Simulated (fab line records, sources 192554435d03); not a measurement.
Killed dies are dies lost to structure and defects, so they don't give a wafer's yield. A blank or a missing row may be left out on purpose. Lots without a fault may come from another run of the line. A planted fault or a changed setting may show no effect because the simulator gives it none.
One fault seen from 2 desks | flow n5_finfet | each desk has only its own numbers; what lay behind them comes last

THE METROLOGY DESK
What the gauges read, lot by lot, whatever tool the lot ran on: means of the sampled wafers that have a number. A lot is out of limits, marked OUT, if its mean lies more than 4 standard deviations from the usual mean; the brackets give that distance.
Columns: A = M9_RS at N5_BEOL_M9_RS_MEAS_57, usual 0.152 ohm/sq; B = M10_ILD_THK at N5_BEOL_M10_THK_MEAS_01, usual 268 nm; C = cd_nm at N5_BEOL_M10_CD_MEAS_11, usual 63.9 nm; D = M10_OVL at N5_BEOL_M10_OVL_MEAS_12, usual -0.3 nm
lot  | first seen here | A     | B   | C    | D
L877 | day 10 06:31    | 0.154 | 267 | 64.1 | 0.1
L878 | day 10 08:05    | 0.151 | 267 | 64.1 | 0.0
L888 | day 12 23:20    | 0.148 | 268 | 64.2 | 9.1 (+12) OUT
L889 | day 13 07:37    | 0.152 | 269 | 64.0 | 10.0 (+13) OUT
L891 | day 13 17:24    | 0.150 | 267 | 64.0 | -1.1
L893 | day 14 01:16    | 0.155 | 266 | 64.3 | 0.6
This desk's finding: out of limits on L888, L889; first on L888, day 13 00:36 (M10_OVL at N5_BEOL_M10_OVL_MEAS_12). In limits: L877, L878, L891, L893.

THE DEFECT DESK
What the inspections along the route counted, lot by lot: means of the sampled wafers that have a number. A lot is out of limits, marked OUT, if its mean lies more than 4 standard deviations from the usual mean; the brackets give that distance.
Columns: A = raw_defect_count at N5_BEOL_M9_INSPECT_58, usual 68; B = raw_defect_count at N5_BEOL_M10_INSPECT_13, usual 400
lot  | first seen here | A  | B
L877 | day 10 06:33    | 56 | 342
L878 | day 10 08:09    | 71 | 531
L888 | day 12 23:21    | 72 | 353
L889 | day 13 07:38    | 54 | 279
L891 | day 13 17:25    | 51 | 372
L893 | day 14 01:17    | 58 | 353
This desk's finding: nothing out of limits on any of the 6 lots.

PUT TOGETHER
The metrology desk could have raised an alarm at day 13 00:36, on L888, L889.
The defect desk saw nothing out of limits.
The defect desk has L888, L889 on record, within its limits.
Of the lots named, all ran N5_BEOL_M10_EXPOSE_08 on arfi_scanner-03.

WHAT THE SIMULATOR HAD PUT IN
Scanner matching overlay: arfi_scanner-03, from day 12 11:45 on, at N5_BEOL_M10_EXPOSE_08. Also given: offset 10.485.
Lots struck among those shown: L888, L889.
Hours from the fault's start to each desk's first reading out of limits: the metrology desk, 13.
